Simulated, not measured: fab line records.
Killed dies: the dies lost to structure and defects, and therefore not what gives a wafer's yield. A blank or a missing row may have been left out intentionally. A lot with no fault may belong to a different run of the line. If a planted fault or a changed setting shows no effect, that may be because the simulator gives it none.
Comparing a struck lot with a sound one || flow nand-harc || 14 out of 1302 route steps
Sound: these wafers, L380.2, L380.4, L380.6. Struck: wafer L385.2 (L385.1, L385.4, from the same lot, were not struck and are left out); the cause is given at the end.
For every step that has rows: the tool of each side, followed by ch and its chambers, followed by its first start. Under that, the readings that differ: sound wafers || struck wafers || difference of the means || sigmas: that difference in standard deviations of wafers without a fault.
alike: same words and numbers on both sides, and readings whose means sit less than 2 such deviations apart. not compared: any withheld reading, any reading some wafer has no value for, any bound like >300 that may hide the same value, and any number with overlapping values for which the record gives no deviation.
A row with sigmas, a row that says differs or no value, or rows on one side alone: a step with any of these is where the two part. Non-overlapping numbers with no deviation appear without sigmas and do not part them. A reading that every wafer of one side lacks parts them only if that side has two wafers or more.

NHARC_A_SLIT_ETCH_26: etches the open film in C4F8/O2/Ar, time 90 s, target depth 400 nm.
  sound on har-etch-02 ch 0,1, day 20 02:53; struck on har-etch-02 ch 1, day 22 22:17
  alike: chamber-pressure-mTorr, drypump-motor-current-A, showerhead-plenum-p-Torr, throttle-valve-pct
  not compared: rf-hours-counter-h
then, 1 step without rows for these wafers: NHARC_A_SLIT_STRIP_28 (strips in O2/COS).
NHARC_A_SLIT_ETCH_29: etches the open film in CF4/O2, target depth 100 nm, overetch 10 nm, time 55 s.
  sound on rie-diel-04 ch 0,1,3, day 20 03:44; struck on rie-diel-11 ch 0, day 22 23:11
  alike: chamber-pressure-mTorr, drypump-motor-current-A, oes-product-au, rf-vpp-V, showerhead-plenum-p-Torr, throttle-valve-pct
  not compared: rf-hours-counter-h
NHARC_A_SLIT_STRIP_18: strips in O2.
  sound on rie-diel-04 ch 0,1; struck on rie-diel-11 ch 0
{"reading": "throttle-valve-pct (%)", "sound": "17.053 17.053 17.048", "struck": 17.030, "difference": -0.021, "sigmas": -2}
  alike: chamber-pressure-mTorr, drypump-motor-current-A, oes-product-au, rf-vpp-V, showerhead-plenum-p-Torr
  not compared: rf-hours-counter-h
then, 2 steps without rows for these wafers: NHARC_A_SLIT_PRECLEAN_19 (cleans in SC1); NHARC_A_SLIT_SRD_20.
NHARC_A_SLIT_CD_MEAS_21:
  sound on cd-sem-01 at day 20 04:16; struck on cd-sem-03 at day 22 23:47
  alike: cd-nm
then, 3 steps without rows for these wafers: NHARC_A_SIN_REMOVE_WET_00 (chemistry H3PO4, time 15300 s); NHARC_A_SIN_REMOVE_PRECLEAN_01 (cleans in SC1); NHARC_A_SIN_REMOVE_SRD_02.
NHARC_A_SIN_REMOVE_INSPECT_04:
  sound on defect-inspect-01 at day 20 10:52; struck on defect-inspect-02 at day 23 06:25
  alike: raw-defect-count
NHARC_A_WL_FILL_ALD_00: deposits Al2O3, target thk 3 nm, pulse time 3 s, ald cycles 30.
  sound on ald-hk-03 ch 0,1,3, day 20 12:21; struck on ald-hk-04 ch 2, day 23 06:29
{"reading": "ald-cycles", "sound": "30 30 30", "struck": 34, "difference": "+4", "sigmas": ""}
{"reading": "precursor-pulse-height-rel", "sound": "0.997 0.955 1.007", "struck": 1.031, "difference": "+0.045", "sigmas": "+2"}
  alike: heater-power-w
NHARC_A_WL_FILL_RTA_01: time 5 s.
  sound on rtp-anneal-01 ch 0, day 20 12:37; struck on rtp-anneal-02 ch 0, day 23 06:45
{"reading": "lamp-power-pct (%)", "sound": "29.3 29.3 29.3", "struck": 32.4, "difference": "+3.1", "sigmas": "+2"}
  alike: wafer_temp_C_max
-- break in the record here, with 5 days between the starts of the struck wafers on either side (left off in module A_WL_FILL, picked up again in module END, where the first step shown is number 1302 on the route) --
NHARC_END_SORT_01:
  sound on prober-01 ch 0, day 24 20:24; struck on prober-01 ch 0, day 27 22:16
{"reading": "killed-at-other", "sound": "0 0 1", "struck": 3, "difference": "+3", "sigmas": "+2"}
  alike: killed-at-array, killed-at-periphery, killed-dies, killed-open, killed-short

== WHERE THEY PART ==
At NHARC_A_SLIT_STRIP_18 first; at NHARC_END_SORT_01 last (within this record only).

WHY: what the simulator had put in
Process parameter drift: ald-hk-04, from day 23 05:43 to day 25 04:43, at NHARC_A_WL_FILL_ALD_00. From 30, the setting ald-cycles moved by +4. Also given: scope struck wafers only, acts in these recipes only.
